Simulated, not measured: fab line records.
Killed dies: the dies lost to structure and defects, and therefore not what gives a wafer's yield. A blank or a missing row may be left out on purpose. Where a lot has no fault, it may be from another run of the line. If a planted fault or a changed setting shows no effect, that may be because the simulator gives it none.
Chamber matching    flow nand harc    NHARC_A_STAIRCASE_ETCH_313 on rie diel-06 has 4 sister chambers
The step etches the open film in CF4/CHF3. 7 wafers are shown with their chamber, then 7 later ones without.

## WAFERS WITH THEIR CHAMBER
wafer   chamber  showerhead plenum p Torr (Torr)  rf vpp V (V)
L078.5  1        1.61                             371.4
L081.5  3        1.54                             369.2
L082.1  0        1.58                             371.5
L082.4  2        1.68                             372.6
L082.6  1        1.60                             370.3
L085.2  2        1.67                             374.2
L085.4  0        1.57                             371.3

## WAFERS WITHOUT THEIR CHAMBER
wafer   showerhead plenum p Torr (Torr)  rf vpp V (V)
L085.6  1.57                             371.1
L092.1  1.57                             371.7
L092.2  1.59                             371.2
L092.6  1.53                             369.2
L095.2  1.53                             368.1
L095.3  1.56                             368.9
L095.6  1.57                             371.3

## WHICH CHAMBER EACH WENT THROUGH
wafer   from the rows above      in truth
L085.6  0                        0
L092.1  0                        0
L092.2  can't be placed: 0 or 1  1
L092.6  3                        3
L095.2  3                        3
L095.3  can't be placed: 3 or 0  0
L095.6  0                        0
Placed correctly: 5 of 7. Cannot be placed on the basis of these rows: 2; the candidates contain the true chamber in 2. Wrongly placed: 0.
How it was worked out, from the rows above alone: a wafer's distance from a chamber is the root of the sum, over the readings, of the square of ((its reading less the chamber's mean) divided by the reading's scatter). The wafer belongs to the nearest chamber; if the next one is less than 2 further off, it can't be placed. The mean given for a chamber averages the wafers shown for that chamber. The scatter: the root of (the sum of the squares of (reading less its chamber's mean) over the shown wafers, divided by (wafers less chambers)).
